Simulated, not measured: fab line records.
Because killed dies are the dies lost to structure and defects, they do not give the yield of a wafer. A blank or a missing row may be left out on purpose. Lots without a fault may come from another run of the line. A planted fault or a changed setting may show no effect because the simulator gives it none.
fab line records | flow n5_finfet
[record] lots = 5 | wafers = 15 | last_day = 17
route steps=1938 shown BEOL_M13@1704 BEOL_M14@1716 PASSIVATION@1936
lots with no fault: from the same line, run without faults
start_h: hours from the record's first day to the start of the lot's first wafer shown | wait_h: how many hours have passed since the lot's step before this one | " unchanged from the row above | L1.1+2: one row covering several wafers at once | - no value present, or no start provided | * or withheld: withheld | < > ~ a bound
route shown NAME@n: names a module that has steps shown in the file, with the first one's number in the route | usual: the fault-free wafers' mean and standard deviation | same: alike in all rows | chamber/n: place in a boat | sites: per-site readings | _std_site: their standard deviation | _edge_site: mean of outer sites minus mean of inner sites | radius_mm: how far each site lies from the wafer's centre | mask NAME#n: copy n | behind: the last tool/chamber to shape the wafer | hold: why the lot went on hold/how many hours it stayed there/how the hold came to an end | device: names the non-switching transistor (n, p or np) | end of line: the tests these same wafers got at the end of their route | step lacking rows: just its recipe | killed: dies lost to structure and defects at the first sort, not the wafer's yield | map: dies across one wafer; x = killed, . = not, _ = none there
set.NAME: setting as actually run; set.NAME@STEP: the setting as run at that earlier step | model.NAME: the simulator's own value behind a step, which no gauge read
lots at selected steps of the route; one table per step, one row per wafer
services: from which hour (start_h, from the record's first day; less than 0 if before it) a tool's chamber was out of use, for how many hours, and why
[[steps]]
[step N5_BEOL_M13_PRE_CLEAN_42]
[recipe] gas = H2/He | time_s = 30 | temp_c = 250
[step N5_BEOL_M13_SPUTTER_43]
[recipe] material = TaN | target_thk_a = 150 | temp_c = 50 | bias_v = 168.6 | power_w = 15000 | chamber_pressure_pa = 0.12 | time_s = 24.19
[step N5_BEOL_M13_SPUTTER_44]
[recipe] material = Ta | target_thk_a = 100 | temp_c = 50 | bias_v = 80 | power_w = 15000 | chamber_pressure_pa = 0.07 | time_s = 16.13
[step N5_BEOL_M13_SPUTTER_45]
[recipe] material = Cu | target_thk_a = 800 | temp_c = -20 | bias_v = 60 | power_w = 26000 | chamber_pressure_pa = 0.13 | time_s = 13.33
[step N5_BEOL_M13_ECD_47]
[recipe] material = Cu | target_thk_a = 9360
[step N5_BEOL_M13_ANNEAL_48]
[recipe] temp_c = 225 | time_s = 90 | ambient = N2
[step N5_BEOL_M13_CMP_49]
[recipe] stop_on = SiOC | t_overpolish_s = 17.1 | down_force_psi = 1 | platen_rpm = 50 | clearing_platen_down_force_psi = 1.5 | clearing_platen_rpm = 50 | post_cmp_clean = cu_alkaline | target_thk_nm = 420 | clearing_platen_pad_velocity_m_s = 0.99484 | pad_velocity_m_s = 0.99484
[step N5_BEOL_M13_PRE_CLEAN_52]
[recipe] gas = NH3 | time_s = 15 | temp_c = withheld | rf_power_w = 300
[step N5_BEOL_M13_DEP_53]
[recipe] material = SiCN | target_thk_a = 500 | temp_c = withheld | precursor = 3MS/NH3 | pressure_torr = 3 | rf_w = 675 | time_s = 17.8
[step N5_BEOL_M14_ILD_DEP_00]
[recipe] material = SiO2 | target_thk_a = 11193 | temp_c = 400 | precursor = TEOS/O2 | pressure_torr = 6.5 | rf_w = 900 | teos_flow_sccm = 161.4 | gas = O2 | flow_sccm = 2650 | time_s = 237.4
[usual] heater_power_w = 539/78 | showerhead_plenum_p_Torr = 8.34/0.042 | susceptor_temp_C = 399.99/0.22 | throttle_valve_pct = 18.4/0.55
lot.wafer | tool     | chamber | start_h | wait_h | heater_power_w | showerhead_plenum_p_Torr | susceptor_temp_C | throttle_valve_pct | model.SiO2_of_BEOL_M14_ILD_DEP_00.thk_nm
L688.3    | pecvd-04 | 1       | 288.74  | 0.0    | 608            | 8.38                     | 403.46           | 18.0               | 1079
L688.4    | "        | 1       | "       | "      | 658            | 8.38                     | 403.87           | 18.1               | 1094
L688.5    | "        | 2       | "       | "      | 576            | 8.37                     | 403.80           | 17.4               | 1103
L691.1    | pecvd-04 | 2       | 301.18  | 0.0    | 637            | 8.37                     | 403.99           | 17.9               | 1070
L691.3    | "        | 2       | "       | "      | 502            | 8.40                     | 403.84           | 18.0               | 1105
L691.4    | "        | 0       | "       | "      | 552            | 8.32                     | 403.96           | 19.3               | 1089
L693.1    | pecvd-04 | 2       | 306.82  | 0.0    | 637            | 8.37                     | 404.04           | 17.6               | 1084
L693.3    | "        | 0       | "       | "      | 485            | 8.32                     | 403.99           | 19.4               | 1087
L693.5    | "        | 0       | "       | "      | 562            | 8.31                     | 403.88           | 19.5               | 1106
L698.1    | pecvd-01 | 1       | 352.89  | 0.0    | 643            | 8.33                     | 400.40           | 18.6               | 1098
L698.5    | "        | 2       | "       | "      | 455            | 8.30                     | 400.13           | 17.8               | 1135
L698.6    | "        | 1       | "       | "      | 662            | 8.32                     | 400.47           | 18.4               | 1134
L704.2    | pecvd-04 | 1       | 372.99  | 0.0    | 535            | 8.36                     | 399.48           | 18.1               | 1095
L704.3    | "        | 0       | "       | "      | 540            | 8.33                     | 399.84           | 19.4               | 1112
L704.5    | "        | 2       | "       | "      | 590            | 8.39                     | 400.13           | 18.3               | 1139
[step N5_BEOL_M14_COAT_58]
[recipe] resist = BARC | temp_c = 205 | time_s = 60 | spin_rpm = 1500 | resist_thk_nm = 89
[step N5_BEOL_M14_COAT_04]
[recipe] spin_rpm = 1704 | resist_thk_nm = 800
[step N5_BEOL_M14_EBR_06]
[recipe] solvent = PGMEA | ebr_width_mm = 1.5
[step N5_BEOL_M14_SOFTBAKE_05]
[recipe] temp_c = 130 | time_s = 60
[step N5_BEOL_M14_EXPOSE_07]
[recipe] mask_id = V13 | na = 0.8 | source_shape = annular | sigma_inner = 0.5 | sigma_outer = 0.8 | polarization = unpolarized | attpsm_phase_deg = 180 | dose_mj = 57
[step N5_BEOL_M14_PEB_08]
[recipe] peb_temp_c = 130 | peb_time_s = 90
[step N5_BEOL_M14_DEVELOP_09]
[recipe] develop_time_s = 45 | rinse_liquid = diw | dry = air_spin | dev_temp_c = 21
[step N5_BEOL_M14_HARDBAKE_14]
[recipe] temp_c = 130 | time_s = 120
[step N5_BEOL_M14_DESCUM_15]
[recipe] chemistry = O2 | time_s = 7.9 | source_power_w = 50 | bias_power_w = 20 | pressure_mtorr = 20 | rf_frequency_hz = 2.712e+07 | temp_c = 40 | o2_flow_sccm = 225
[step N5_BEOL_M14_ETCH_59]
[recipe] chemistry = N2/H2 | target = BARC | target_depth_a = 890 | overetch_a = 267 | time_s = 67.9 | ion_energy_ev = 200 | pressure_mtorr = 30 | source_w = 840 | bias_w = 150 | n2_flow_sccm = 200 | h2_flow_sccm = 200
[step N5_BEOL_M14_VIA_ETCH_16]
[recipe] chemistry = C4F8/O2/Ar | target = SiO2 | he_inner_torr = 15 | he_outer_torr = 30 | target_depth_a = 12313 | time_s = withheld | ion_energy_ev = 800 | pressure_mtorr = 20 | source_w = 1905 | bias_w = 2040 | Ar_flow_sccm = 400 | C4F8_flow_sccm = 16 | O2_flow_sccm = 12 | ends = cleared
[usual] drypump_motor_current_A = 5.7/0.34 | oes_product_au = 0.71/0.07 | rf_vpp_V = 2223/26 | showerhead_plenum_p_Torr = 3.43/0.12 | throttle_valve_pct = 30.87/0.22
lot.wafer | tool        | chamber | start_h | wait_h | drypump_motor_current_A | oes_product_au | rf_vpp_V | showerhead_plenum_p_Torr | throttle_valve_pct | model.etch.depth_nm
L688.3    | rie_diel-06 | 1       | 289.51  | 0.0    | 5.7                     | 0.81           | 2182     | 3.63                     | 30.87              | 1079
L688.4    | "           | 3       | "       | "      | 6.0                     | 0.67           | 2245     | 3.42                     | 30.68              | 1094
L688.5    | "           | 1       | "       | "      | 5.7                     | 0.81           | 2181     | 3.63                     | 30.87              | 1103
L691.1    | rie_diel-04 | 3       | 302.03  | 0.0    | 6.1                     | 0.65           | 2225     | 3.27                     | 30.60              | 1070
L691.3    | "           | 1       | "       | "      | 5.5                     | 0.84           | 2230     | 3.49                     | 30.94              | 1105
L691.4    | "           | 0       | "       | "      | 5.9                     | 0.65           | 2224     | 3.29                     | 30.62              | 1089
L693.1    | rie_diel-01 | 0       | 307.61  | 0.0    | 6.5                     | 0.76           | 2251     | 3.60                     | 30.58              | 1084
L693.3    | "           | 2       | "       | "      | 5.3                     | 0.76           | 2240     | 3.50                     | 31.13              | 1087
L693.5    | "           | 1       | "       | "      | 5.4                     | 0.62           | 2246     | 3.42                     | 31.37              | 1106
L698.1    | rie_diel-04 | 0       | 353.57  | 0.0    | 5.9                     | 0.64           | 2222     | 3.28                     | 30.64              | 1098
L698.5    | "           | 0       | "       | "      | 5.9                     | 0.63           | 2223     | 3.28                     | 30.63              | 1135
L698.6    | "           | 1       | "       | "      | 5.5                     | 0.81           | 2228     | 3.48                     | 30.96              | 1134
L704.2    | rie_diel-06 | 1       | 373.95  | 0.0    | 5.7                     | 0.76           | 2179     | 3.61                     | 30.89              | 1095
L704.3    | "           | 2       | "       | "      | 5.3                     | 0.72           | 2229     | 3.49                     | 31.02              | 1112
L704.5    | "           | 3       | "       | "      | 6.0                     | 0.65           | 2244     | 3.40                     | 30.71              | 1139
[step N5_BEOL_M14_STRIP_63]
[recipe] chemistry = O2 | power_w = 600 | temp_c = 60 | pressure_mtorr = 30 | rf_frequency_hz = 6e+07 | bias_power_w = 0 | overash_fraction = 0.3 | o2_flow_sccm = 225
[step N5_BEOL_M14_STRIP_64]
[recipe] chemistry = O2 | power_w = 600 | temp_c = 60 | pressure_mtorr = 30 | rf_frequency_hz = 6e+07 | bias_power_w = 0 | overash_fraction = 0.3 | o2_flow_sccm = 225
[step N5_BEOL_M14_STRIP_71]
[recipe] chemistry = post_etch_residue_remover | time_s = 60 | temp_c = 25 | remover_ph = withheld | remover_water_wt_pct = withheld | remover_fluoride_wt_pct = withheld
[step N5_BEOL_M14_SRD_72]
[recipe] time_s = 30 | temp_c = 23 | rinse_liquid = diw | dry = n2_spin | spin_rpm = 1500 | dry_time_s = 30
[step N5_BEOL_M14_COAT_65]
[recipe] resist = SOC | temp_c = 250 | time_s = 60 | spin_rpm = 1500 | resist_thk_nm = 450
[step N5_BEOL_M14_COAT_66]
[recipe] resist = SiARC | temp_c = 220 | time_s = 60 | spin_rpm = 1500 | resist_thk_nm = 110
[step N5_BEOL_M14_COAT_22]
[recipe] spin_rpm = 2888 | resist_thk_nm = 300
[step N5_BEOL_M14_EBR_24]
[recipe] solvent = PGMEA | ebr_width_mm = 1.5
[step N5_BEOL_M14_SOFTBAKE_23]
[recipe] temp_c = 130 | time_s = 60
[step N5_BEOL_M14_EXPOSE_25]
[recipe] mask_id = M14 | na = 0.8 | source_shape = annular | sigma_inner = 0.5 | sigma_outer = 0.8 | polarization = unpolarized | target_cd_nm = 280 | dose_mj = 26.6
[step N5_BEOL_M14_PEB_26]
[recipe] peb_temp_c = 130 | peb_time_s = 90
[step N5_BEOL_M14_DEVELOP_27]
[recipe] develop_time_s = 45 | rinse_liquid = diw | dry = air_spin | dev_temp_c = 21
[step N5_BEOL_M14_HARDBAKE_32]
[recipe] temp_c = 130 | time_s = 120
[step N5_BEOL_M14_CMP_49]
[recipe] stop_on = SiO2 | t_overpolish_s = 5.2 | down_force_psi = 2 | platen_rpm = 80 | clearing_platen_down_force_psi = 2 | clearing_platen_rpm = 80 | post_cmp_clean = cu_alkaline | target_thk_nm = 560 | clearing_platen_pad_velocity_m_s = 1.5917 | pad_velocity_m_s = 1.5917
[usual] barrier_field_endpoint_s = 11.3/0.3 | motor_current_A = 7.9/0.69 | overpolish_run_s = 5.200/0.0084 | retaining_ring_pressure_frac = 1.000/0.0053 | time_to_endpoint_s = 122/4.8
lot.wafer | tool   | chamber | start_h | wait_h | barrier_field_endpoint_s | motor_current_A | overpolish_run_s | retaining_ring_pressure_frac | time_to_endpoint_s | model.SiO2_of_BEOL_M14_ILD_DEP_00.thk_nm
L688.3    | cmp-01 | 1       | 292.76  | 0.3    | 11.1                     | 7.5             | 5.198            | 1.006                        | 117                | 1001
L688.4    | "      | 2       | "       | "      | 11.5                     | 8.4             | 5.190            | 0.997                        | 123                | 1013
L688.5    | "      | 0       | "       | "      | 11.4                     | 8.3             | 5.191            | 0.997                        | 123                | 1026
L691.4    | cmp-01 | 3       | 310.60  | 0.2    | 11.2                     | 7.6             | 5.202            | 1.005                        | 117                | 1012
L691.1    | "      | 0       | "       | "      | 11.6                     | 8.6             | 5.199            | 1.004                        | 116                | 988.8
L691.3    | "      | 1       | "       | "      | 11.4                     | 7.7             | 5.208            | 0.997                        | 117                | 1027
L693.1    | cmp-01 | 0       | 311.80  | 0.3    | 11.2                     | 7.7             | 5.204            | 0.995                        | 121                | 1000
L693.3    | "      | 2       | "       | "      | 11.0                     | 8.2             | 5.191            | 1.001                        | 119                | 1009
L693.5    | "      | 0       | "       | "      | 11.0                     | 8.1             | 5.202            | 1.003                        | 116                | 1028
L698.1    | cmp-03 | 1       | 359.27  | 0.3    | 10.9                     | 8.6             | 5.198            | 1.002                        | 117                | 1017
L698.6    | "      | 3       | "       | "      | 11.2                     | 8.6             | 5.202            | 1.001                        | 123                | 1053
L698.5    | "      | 0       | "       | "      | 10.9                     | 7.2             | 5.196            | 0.998                        | 119                | 1054
L704.3    | cmp-01 | 1       | 377.27  | 0.2    | 11.1                     | 7.1             | 5.199            | 0.996                        | 119                | 1030
L704.2    | "      | 0       | "       | "      | 11.2                     | 8.1             | 5.197            | 0.989                        | 123                | 1014
L704.5    | "      | 2       | "       | "      | 11.4                     | 8.5             | 5.195            | 0.996                        | 124                | 1058
[step N5_PASSIVATION_PROBE_49]
[usual] defect_limited_yield = 91.1/1.4 | killed_at_M0_to_M3 = 32/9.4 | killed_at_M4_up = 14/5.1 | killed_at_contacts = 11/5.5 | killed_at_front_end = 44/13 | killed_at_other = 4/3.2 | killed_dies = 104/16 | killed_on_rim = 13/4.1 | killed_open = 70/12 | killed_short = 33/7.8 | sort_bin_5_function = 5.1/0.91 | sort_bin_6_memory = 3.4/0.63 | sort_bin_8_speed = 0.00/0.014 | sort_n_pass = 1075/16
[same] gross_dies = 1180 | killed_at_back_side = 0 | sort_bin_4_leakage[%] = 0
lot.wafer | tool      | chamber | start_h | wait_h | defect_limited_yield[%] | killed_at_M0_to_M3 | killed_at_M4_up | killed_at_contacts | killed_at_front_end | killed_at_other | killed_dies | killed_on_rim | killed_open | killed_short | sort_bin_5_function[%] | sort_bin_6_memory[%] | sort_bin_8_speed[%] | sort_n_pass
L691.1    | prober-01 | -       | 332.03  | 0.0    | 89.4                    | 32                 | 9               | 11                 | 65                  | 8               | 125         | 17            | 80          | 43           | 5.3                    | 5.0                  | 0                   | 1055
L691.3    | prober-01 | -       | 332.13  | 0.1    | 88.5                    | 49                 | 9               | 8                  | 63                  | 7               | 136         | 23            | 95          | 39           | 7.5                    | 3.9                  | 0                   | 1044
L691.4    | prober-01 | -       | 332.18  | 0.2    | 88.6                    | 24                 | 24              | 6                  | 77                  | 4               | 135         | 15            | 101         | 33           | 6.9                    | 4.2                  | 0                   | 1045
L693.1    | prober-02 | -       | 333.69  | 0.0    | 93.6                    | 16                 | 12              | 9                  | 31                  | 8               | 76          | 11            | 57          | 19           | 3.4                    | 2.9                  | 0                   | 1104
L693.3    | prober-02 | -       | 333.79  | 0.1    | 92.5                    | 25                 | 7               | 20                 | 36                  | 0               | 88          | 9             | 63          | 24           | 3.9                    | 3.1                  | 0                   | 1092
L693.5    | prober-02 | -       | 333.89  | 0.2    | 91.0                    | 22                 | 14              | 17                 | 44                  | 9               | 106         | 18            | 77          | 29           | 4.7                    | 4.1                  | 0                   | 1074
L698.5    | prober-02 | -       | 381.08  | 0.2    | 91.4                    | 38                 | 11              | 10                 | 38                  | 4               | 101         | 16            | 61          | 40           | 4.7                    | 3.6                  | 0                   | 1079
// killed by level:class
L691.1 STI_FIN_REVEAL:geometric_particle:open=20 FIN_SAQP:geometric_particle:open=10 MOL_CONTACT_COAG:geometric_particle:open=8 FIN_SAQP:geometric_particle:short=7 BEOL_M0_SAQP:geometric_particle:short=7 BEOL_M0_SAQP:geometric_particle:open=7 BEOL_M2:geometric_particle:open=5 BEOL_M1:geometric_particle:open=5
L691.3 STI_FIN_REVEAL:geometric_particle:open=20 FIN_SAQP:geometric_particle:open=10 BEOL_M0_SAQP:geometric_particle:open=10 BEOL_M0_SAQP:geometric_particle:short=8 BEOL_M2:geometric_particle:open=8 FIN_SAQP:geometric_particle:short=7 BEOL_M3:geometric_particle:open=7 DUMMY_GATE:geometric_particle:open=7
L691.4 STI_FIN_REVEAL:geometric_particle:open=30 BEOL_M4:geometric_particle:open=15 FIN_SAQP:geometric_particle:open=10 FIN_SAQP:geometric_particle:short=9 GATE_CUT:geometric_particle:short=6 BEOL_M2:geometric_particle:open=6 BEOL_M1:geometric_particle:open=5 STARTING-WAFER:geometric_particle:short=5
L693.1 STI_FIN_REVEAL:geometric_particle:open=10 MOL_CONTACT_COAG:geometric_particle:open=7 BEOL_M2:geometric_particle:open=7 FIN_SAQP:geometric_particle:open=5 GATE_CUT:geometric_particle:short=5 BEOL_M4:geometric_particle:open=4 PASS1_CAP:geometric_particle:open=4 BEOL_M3:geometric_particle:open=3
L693.3 MOL_CONTACT_COAG:geometric_particle:open=15 BEOL_M2:geometric_particle:open=11 STI_FIN_REVEAL:geometric_particle:open=9 FIN_SAQP:geometric_particle:open=7 BEOL_M3:geometric_particle:open=6 STI_FIN_REVEAL:geometric_particle:short=5 MOL_CONTACT_COAG:geometric_particle:short=5 GATE_CUT:geometric_particle:short=3
L693.5 STI_FIN_REVEAL:geometric_particle:open=18 MOL_CONTACT_COAG:geometric_particle:open=15 BEOL_M2:geometric_particle:open=7 BEOL_M4:geometric_particle:open=7 BEOL_M3:geometric_particle:open=6 STARTING-WAFER:geometric_particle:short=5 GATE_CUT:geometric_particle:short=4 BEOL_M4:geometric_particle:short=4
L698.5 BEOL_M3:geometric_particle:open=14 BEOL_M1:geometric_particle:open=13 GATE_CUT:geometric_particle:short=8 MOL_CONTACT_COAG:geometric_particle:open=8 STI_FIN_REVEAL:geometric_particle:open=6 FIN_SAQP:geometric_particle:short=5 STARTING-WAFER:geometric_particle:short=5 BEOL_M3:geometric_particle:short=4
[[services]]
tool        | chamber | start_h | hours | kind
cmp-01      | -       | 266.43  | 3.2   | repair
cmp-01      | -       | 286.40  | 0.7   | repair
pecvd-04    | 1       | 299.41  | 5.5   | scheduled_down
rie_diel-04 | 1       | 315.54  | 14.6  | repair
cmp-03      | -       | 322.79  | 6.9   | repair
pecvd-01    | -       | 325.07  | 3.4   | repair
rie_diel-01 | 1       | 330.89  | -     | clean
rie_diel-01 | 1       | 330.89  | -     | consumable_replace:focus_ring
rie_diel-01 | 1       | 330.89  | 15.4  | scheduled_down
rie_diel-01 | 1       | 330.89  | 15.4  | vent_cycle
pecvd-04    | 0       | 332.70  | 8.3   | repair
pecvd-04    | 2       | 343.72  | 2.1   | scheduled_down
cmp-01      | -       | 344.18  | 1.8   | repair
rie_diel-01 | -       | 345.81  | 4.3   | pm
pecvd-04    | -       | 346.23  | 6.0   | pm
cmp-03      | -       | 353.95  | 4.0   | pm
cmp-03      | -       | 357.95  | -     | consumable_replace:conditioner
cmp-03      | -       | 357.95  | -     | consumable_replace:pad
cmp-03      | -       | 359.83  | 0.3   | repair
rie_diel-06 | 0       | 361.45  | -     | clean
rie_diel-06 | 0       | 361.45  | -     | consumable_replace:focus_ring
rie_diel-06 | 0       | 361.45  | -     | consumable_replace:showerhead
rie_diel-06 | 0       | 361.45  | 20.9  | scheduled_down
rie_diel-06 | 0       | 361.45  | 20.9  | vent_cycle
[[key]]
[first_sign] step = N5_BEOL_M14_ILD_DEP_00 | reading = susceptor_temp_C | direction = up | sigmas = 18 | usual = * | struck = *
effect none on later readings
[model_effect] step = N5_BEOL_M14_ILD_DEP_00 | value = SiO2_of_BEOL_M14_ILD_DEP_00.thk_nm | without = 1120 | struck = 1091
[model_effect] step = N5_BEOL_M14_VIA_ETCH_16 | value = etch.depth_nm | without = 1120 | struck = 1091
[model_effect] step = N5_BEOL_M14_CMP_49 | value = SiO2_of_BEOL_M14_ILD_DEP_00.thk_nm | without = 1041 | struck = 1012
met_at N5_BEOL_M14_ILD_DEP_00
struck_wafers L688.3,L688.4,L688.5,L691.1,L691.3,L691.4,L693.1,L693.3,L693.5
[fault] kind = process_parameter_drift | tool = pecvd-04 | chamber = - | onset_h = 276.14 | steps = N5_BEOL_M14_ILD_DEP_00 | channel = temp_c | offset = * | shape = step | end_h = 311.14 | acts_in = * | stated = *
